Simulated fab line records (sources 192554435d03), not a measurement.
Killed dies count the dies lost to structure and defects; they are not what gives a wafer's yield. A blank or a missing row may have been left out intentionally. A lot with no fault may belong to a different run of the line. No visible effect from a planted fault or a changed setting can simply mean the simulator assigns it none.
Chamber matching | flow n5 finfet | N5_BEOL_M14_DEP_53 on pecvd-04 has 3 sister chambers
The step deposits SiCN from 3MS/NH3, target thk 50 nm, time 17.8 s. 3 wafers are shown with their chamber, then 9 later ones without.

## WAFERS, EACH WITH ITS CHAMBER
wafer  | chamber | showerhead plenum p Torr (Torr)
L080.1 | 2       | 4.172
L081.4 | 0       | 4.124
L081.5 | 1       | 4.188

## WAFERS MISSING THEIR CHAMBER
wafer  | showerhead plenum p Torr (Torr)
L086.1 | 4.173
L086.2 | 4.170
L086.5 | 4.176
L090.1 | 4.174
L090.5 | 4.181
L090.6 | 4.116
L097.1 | 4.176
L097.4 | 4.162
L097.5 | 4.125

## THE CHAMBER EACH PASSED THROUGH
wafer  | from the rows above     | in truth
L086.1 | 2                       | 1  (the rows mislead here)
L086.2 | 2                       | 2
L086.5 | can't be placed: 2 or 1 | 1
L090.1 | 2                       | 2
L090.5 | can't be placed: 1 or 2 | 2
L090.6 | 0                       | 0
L097.1 | can't be placed: 2 or 1 | 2
L097.4 | 2                       | 2
L097.5 | 0                       | 0
Correctly placed: 5 of 9. These rows do not allow placing 3 (true chamber among the candidates in 3). 1 placed wrongly.
How it was worked out, from the rows above alone: a wafer's distance from a chamber is the root of the sum, over the readings, of the square of ((its reading less the chamber's mean) divided by the reading's scatter). If the next closest chamber is less than 2 further off than the closest, the wafer can't be placed; otherwise it belongs to the closest. The mean given for a chamber averages the wafers shown for that chamber. The scatter: root of mean squared gap, hidden wafer to nearest shown wafer, with one shown wafer a chamber.
